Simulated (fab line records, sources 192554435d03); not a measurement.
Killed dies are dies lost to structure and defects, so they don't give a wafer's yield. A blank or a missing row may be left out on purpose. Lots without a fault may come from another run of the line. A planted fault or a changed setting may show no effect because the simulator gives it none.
Which tool did it? | flow n5_finfet | 11 lots, 31 wafers sampled, at 4 steps of a route of 1938

WHAT THE GAUGES READ, wafer by wafer
N5_BEOL_M12_CD_MEAS_17: target cd 140 nm.
lot  | measured     | on        | cd_nm (nm)
L558 | day 12 12:22 | cd_sem-03 | 135.3 136.1 138.2
L560 | day 13 01:00 | cd_sem-02 | 140.2 136.2 137.8
L559 | day 13 19:09 | cd_sem-01 | 139.5 140.0 140.7
L563 | day 14 02:35 | cd_sem-02 | 140.3 144.1 142.2
L564 | day 14 13:57 | cd_sem-03 | 140.7 138.7 142.0
L565 | day 14 22:54 | cd_sem-02 | 138.6 139.0 135.5
L568 | day 15 01:39 | cd_sem-03 | 136.8 140.0 138.2
L570 | day 16 13:05 | cd_sem-02 | 141.2
L576 | day 17 16:49 | cd_sem-01 | 140.6 135.8 139.6
L579 | day 18 06:56 | cd_sem-03 | 142.3 142.0 142.7
L581 | day 18 17:38 | cd_sem-02 | 139.5 137.9 140.7

WHICH TOOL RAN EACH LOT (tool, then ch and the chambers of the sampled wafers, then the start)
lot  | N5_BEOL_M11_SURFACE_TREAT_76 | N5_BEOL_M12_VIA_ETCH_16            | N5_BEOL_M12_STRIP_64
L558 | pvd_sputter-03, day 12 09:06 | rie_diel-03 ch 0,2, day 12 11:57   | plasma_asher-02 ch 0,1, day 12 12:13
L560 | pvd_sputter-02, day 12 22:44 | rie_diel-01 ch 1,3, day 13 00:35   | plasma_asher-01 ch 0,1, day 13 00:51
L559 | pvd_sputter-02, day 13 16:26 | rie_diel-03 ch 1,2, day 13 18:44   | plasma_asher-01 ch 0,1, day 13 19:00
L563 | pvd_sputter-02, day 13 23:44 | rie_diel-01 ch 0,1,3, day 14 02:11 | plasma_asher-01 ch 0,1, day 14 02:26
L564 | pvd_sputter-01, day 14 11:29 | rie_diel-04 ch 1,2,3, day 14 13:32 | plasma_asher-02 ch 1, day 14 13:48
L565 | pvd_sputter-03, day 14 19:56 | rie_diel-04 ch 0,1,3, day 14 22:29 | plasma_asher-01 ch 0,1, day 14 22:45
L568 | pvd_sputter-03, day 14 23:20 | rie_diel-01 ch 2,3, day 15 01:15   | plasma_asher-02 ch 0,1, day 15 01:31
L570 | pvd_sputter-03, day 16 10:26 | rie_diel-01 ch 0, day 16 12:45     | plasma_asher-02 ch 0, day 16 12:58
L576 | pvd_sputter-01, day 17 13:46 | rie_diel-04 ch 0,2,3, day 17 16:24 | plasma_asher-01 ch 0,1, day 17 16:40
L579 | pvd_sputter-01, day 18 04:33 | rie_diel-03 ch 0,1,2, day 18 06:32 | plasma_asher-02 ch 0,1, day 18 06:48
L581 | pvd_sputter-03, day 18 15:01 | rie_diel-04 ch 1,2,3, day 18 17:14 | plasma_asher-01 ch 1, day 18 17:29
- N5_BEOL_M11_SURFACE_TREAT_76
- N5_BEOL_M12_VIA_ETCH_16: etches SiOC in C4F8/O2/Ar, target depth 724.8 nm.
- N5_BEOL_M12_STRIP_64: strips in N2/H2.

WHAT THE TOOLS THEMSELVES READ (means of the sampled wafers that have a number; where no wafer has one, the mark that the record gives instead)
N5_BEOL_M11_SURFACE_TREAT_76.
lot  | tool           | ar_flow_sccm (sccm)
L558 | pvd_sputter-03 | 29.97
L560 | pvd_sputter-02 | 29.92
L559 | pvd_sputter-02 | 30.01
L563 | pvd_sputter-02 | 29.98
L564 | pvd_sputter-01 | 29.99
L565 | pvd_sputter-03 | 30.04
L568 | pvd_sputter-03 | 29.97
L570 | pvd_sputter-03 | 29.94
L576 | pvd_sputter-01 | 30.01
L579 | pvd_sputter-01 | 29.99
L581 | pvd_sputter-03 | 30.00

N5_BEOL_M12_VIA_ETCH_16.
lot  | tool        | chamber_pressure_mTorr (mTorr) | drypump_motor_current_A (A) | oes_product_au (a.u.) | rf_fwd_power_W (W) | rf_vpp_V (V) | showerhead_plenum_p_Torr (Torr) | throttle_valve_pct (%)
L558 | rie_diel-03 | 30.007                         | 5.5                         | 0.80                  | 3002               | 668          | 3.52                            | 23.9
L560 | rie_diel-01 | 29.996                         | 5.8                         | 0.76                  | 2994               | 662          | 3.32                            | 24.1
L559 | rie_diel-03 | 30.000                         | 5.2                         | 0.75                  | 2996               | 666          | 3.41                            | 23.8
L563 | rie_diel-01 | 29.985                         | 6.1                         | 0.71                  | 2990               | 665          | 3.38                            | 24.2
L564 | rie_diel-04 | 29.982                         | 5.7                         | 0.72                  | 2994               | 666          | 3.44                            | 24.1
L565 | rie_diel-04 | 29.984                         | 5.8                         | 0.73                  | 2996               | 667          | 3.49                            | 24.1
L568 | rie_diel-01 | 30.013                         | 6.2                         | 0.72                  | 2983               | 662          | 3.29                            | 24.1
L570 | rie_diel-01 | 30.073                         | 6.4                         | 1.14                  | 2991               | 669          | 3.50                            | 24.3
L576 | rie_diel-04 | 30.003                         | 5.6                         | 0.74                  | 2980               | 669          | 3.54                            | 24.2
L579 | rie_diel-03 | 29.989                         | 5.4                         | 0.72                  | 2995               | 666          | 3.44                            | 23.9
L581 | rie_diel-04 | 29.987                         | 5.7                         | 0.76                  | 3000               | 669          | 3.55                            | 24.0

N5_BEOL_M12_STRIP_64.
lot  | tool            | drypump_motor_current_A (A) | heater_power_w (W) | oes_product_au (a.u.) | strip_time_to_endpoint_s (s)
L558 | plasma_asher-02 | 5.94                        | 331                | 0.712                 | 31.21
L560 | plasma_asher-01 | 5.86                        | 318                | 0.714                 | 31.39
L559 | plasma_asher-01 | 5.94                        | 333                | 0.716                 | 31.53
L563 | plasma_asher-01 | 5.87                        | 311                | 0.714                 | 31.18
L564 | plasma_asher-02 | 5.63                        | 378                | 0.719                 | 31.25
L565 | plasma_asher-01 | 5.87                        | 315                | 0.709                 | 31.29
L568 | plasma_asher-02 | 5.77                        | 354                | 0.721                 | 31.36
L570 | plasma_asher-02 | 6.15                        | 304                | 0.713                 | 31.31
L576 | plasma_asher-01 | 5.94                        | 333                | 0.711                 | 31.44
L579 | plasma_asher-02 | 5.96                        | 327                | 0.718                 | 31.26
L581 | plasma_asher-01 | 5.78                        | 301                | 0.712                 | 31.43

THE ANSWER, worked out from the rows above alone
Rule: what is usual is taken from the lots themselves. Put in order of their means at a reading, lots are off if they are a third of the lots or fewer, leave a main group of 4 or more, and stand apart from it by a gap of 3 or more times the standard deviation of the main group's means; of several such gaps the widest counts. A main group whose means are all the same, to the digits that the tables above print for the reading, isn't used. A lot without any number at a reading at which 4 lots or more have one is off too. The other lots that the step has rows for count as sound. The gauges are gone through in route order, then the tools' own readings, and for those a lot's mean is taken as printed above. The first step at which some lot is off is used, and at that step the reading that is off furthest; a lot without a number counts as furthest.
Off: L570, at N5_BEOL_M12_VIA_ETCH_16 (oes_product_au). The main group: mean 0.74 a.u., standard deviation 0.026.
A tool fits if, at that step or a process step before it, it ran every lot that is off, and no sound lot after the first of them. One fits: rie_diel-01 at N5_BEOL_M12_VIA_ETCH_16. Its last sound lot is L568 (day 15 01:15), its first lot that is off L570 (day 16 12:45): a fault that began between those two fits.
The tool's own readings at N5_BEOL_M12_VIA_ETCH_16 bear it out: on the lots that are off they differ by more than 5 times the standard deviation of the sound lots' means. chamber_pressure_mTorr reads 30.073 mTorr there against 29.995 mTorr on the sound lots; oes_product_au reads 1.14 a.u. there against 0.74 a.u. on the sound lots.

WHAT THE SIMULATOR HAD PUT IN
Process parameter drift: rie_diel-01, from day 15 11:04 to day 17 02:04, at N5_BEOL_M12_VIA_ETCH_16. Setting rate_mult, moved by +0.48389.
Lots struck among those shown: L570. The rule above found the same.
